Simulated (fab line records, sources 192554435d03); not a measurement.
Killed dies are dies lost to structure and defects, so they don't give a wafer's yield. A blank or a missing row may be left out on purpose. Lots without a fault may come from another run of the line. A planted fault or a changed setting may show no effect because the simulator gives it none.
Split-lot experiment | flow n5_finfet | 7 lots, 21 wafers read, on a route of 1938 steps

THE SPLIT
At N5_PMOS_HMC_CHANNEL_EPI_ETCH_32 (etches BARC in N2/H2, stops on SiO2, target depth 85.8 nm, time 50.3 s), the setting bias_w was moved away from the recipe's 150 W on 8 of the 21 wafers read, by -15.3% to +5.4%. The other wafers ran this setting at the recipe's value.

The reading is taken at the split's own step.

THE READING
rf_vpp_V, in V, at N5_PMOS_HMC_CHANNEL_EPI_ETCH_32 (etches BARC in N2/H2, stops on SiO2, target depth 85.8 nm, time 50.3 s). Fault-free wafers of this fab line usually give 523.0 V, standard deviation 2.4 V.

wafer  | tool, chamber at the split | bias_w as run, W | against the recipe | rf_vpp_V, V | against lot-mates on the recipe
L074.1 | rie_diel-03, 2             | 150              | recipe             | 526.0       | -
L074.4 | rie_diel-03, 0             | 141.4            | -5.7%              | 503.8       | -22.2
L074.5 | rie_diel-03, 1             | 141.4            | -5.7%              | 502.0       | -24.0
L078.3 | rie_diel-03, 3             | 150              | recipe             | 524.5       | -
L078.4 | rie_diel-03, 0             | 141.7            | -5.5%              | 503.8       | -19.3
L078.6 | rie_diel-03, 1             | 150              | recipe             | 521.7       | -
L082.3 | rie_diel-03, 0             | 150              | recipe             | 522.0       | -
L082.4 | rie_diel-03, 3             | 127.1            | -15.3%             | 472.4       | -49.6
L082.5 | rie_diel-03, 0             | 127.1            | -15.3%             | 468.8       | -53.2
L086.2 | rie_diel-03, 0             | 127.2            | -15.2%             | 471.2       | -50.0
L086.4 | rie_diel-03, 2             | 127.2            | -15.2%             | 473.0       | -48.2
L086.5 | rie_diel-03, 1             | 150              | recipe             | 521.2       | -
L087.4 | rie_diel-03, 2             | 150              | recipe             | 527.7       | -
L087.5 | rie_diel-03, 1             | 150              | recipe             | 521.4       | -
L087.6 | rie_diel-03, 2             | 158.1            | +5.4%              | 543.3       | +18.8
L093.1 | rie_diel-02, 0             | 150              | recipe             | 524.9       | -
L093.3 | rie_diel-02, 3             | 150              | recipe             | 521.2       | -
L093.5 | rie_diel-02, 3             | 150              | recipe             | 519.8       | -
L095.3 | rie_diel-02, 1             | 150              | recipe             | 522.1       | -
L095.5 | rie_diel-02, 1             | 150              | recipe             | 523.0       | -
L095.6 | rie_diel-02, 2             | 150              | recipe             | 522.9       | -

THE FIT
A straight line over all 21 wafers: rf_vpp_V changes by +3.41 V for each +1% of bias_w; r = +1.00; the points scatter about the line by 2 V.
The same after taking each lot's own level away (the mean of its wafers on the recipe; 21 wafers): +3.34 V for each +1%; r = +1.00; scatter 2.1 V.
On that fit, the largest move of bias_w shifts the reading by 51 V.
The lots' own levels span 521.20 to 526.00 V, that is 2.0 times the standard deviation above.
So the lot-to-lot level changes the slope little: the two slopes agree.
Check: with one of the wafers moved furthest among these (-15.3%) left out of the fit, the line predicts -51.7 V for it against its lot-mates. It came out at -49.6 V against them.
Tool readings at the split's step, against how far the setting was moved: rf_vpp_V r = +1.00.

OTHER SPLITS ON THESE WAFERS
These wafers also went through other splits before the reading. Each is held against what the fit with the lots' levels taken away leaves over:
other split on the same wafers          | wafers away from the commonest value | r with rf_vpp_V (lot level and that fit taken away)
N5_ZERO_LAYER_PECVD_02 time_s           | 8                                    | +0.15
N5_ZERO_LAYER_EXPOSE_08 dose_mj         | 6                                    | -0.08
N5_ZERO_LAYER_DEVELOP_10 develop_time_s | 5                                    | +0.06

THE FILE'S OWN FIT
rf_vpp_V changes by +3.36 V for each +1% of bias_w, r = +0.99.
